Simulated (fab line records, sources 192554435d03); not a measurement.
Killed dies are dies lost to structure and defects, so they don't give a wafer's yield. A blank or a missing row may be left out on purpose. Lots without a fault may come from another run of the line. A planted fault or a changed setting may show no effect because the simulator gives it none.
Chamber matching | flow n5_finfet | N5_MIM_TOP_ALD_00 on ald_hk-03: 4 sister chambers
The step deposits Al2O3, purge time 3 s, co reactant pulse time 3 s. 8 wafers are shown with their chamber, then 10 later ones without.

WAFERS WITH THEIR CHAMBER
wafer  | chamber | precursor_pulse_height_rel
L078.3 | 1       | 1.016
L078.4 | 2       | 0.998
L078.5 | 0       | 1.045
L084.2 | 3       | 1.029
L084.3 | 2       | 1.000
L084.5 | 0       | 0.999
L086.1 | 3       | 1.018
L086.5 | 1       | 0.979

WAFERS WITHOUT THEIR CHAMBER
wafer  | precursor_pulse_height_rel
L086.6 | 1.026
L089.2 | 0.971
L089.5 | 0.970
L089.6 | 1.004
L091.1 | 1.031
L091.2 | 1.010
L091.3 | 1.009
L094.1 | 1.011
L094.5 | 1.010
L094.6 | 0.976

WHICH CHAMBER EACH WENT THROUGH
wafer  | from the rows above               | in truth
L086.6 | can't be placed: 3 or 0 or 2 or 1 | 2
L089.2 | can't be placed: 1 or 2 or 0 or 3 | 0
L089.5 | can't be placed: 1 or 2 or 0 or 3 | 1
L089.6 | can't be placed: 2 or 1 or 0 or 3 | 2
L091.1 | can't be placed: 3 or 0 or 2 or 1 | 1
L091.2 | can't be placed: 2 or 0 or 1 or 3 | 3
L091.3 | can't be placed: 2 or 1 or 0 or 3 | 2
L094.1 | can't be placed: 0 or 2 or 3 or 1 | 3
L094.5 | can't be placed: 2 or 0 or 1 or 3 | 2
L094.6 | can't be placed: 1 or 2 or 0 or 3 | 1
Placed correctly: 0 of 10. Can't be placed from these rows: 10 (the true chamber is among the candidates in 10). Placed wrongly: 0.
How it was worked out, from the rows above alone: a wafer's distance from a chamber is the root of the sum, over the readings, of the square of ((its reading less the chamber's mean) divided by the reading's scatter). The wafer belongs to the nearest chamber; if the next one is less than 2 further off, it can't be placed. A chamber's mean is the mean of its shown wafers. The scatter: the root of (the sum of the squares of (reading less its chamber's mean) over the shown wafers, divided by (wafers less chambers)).
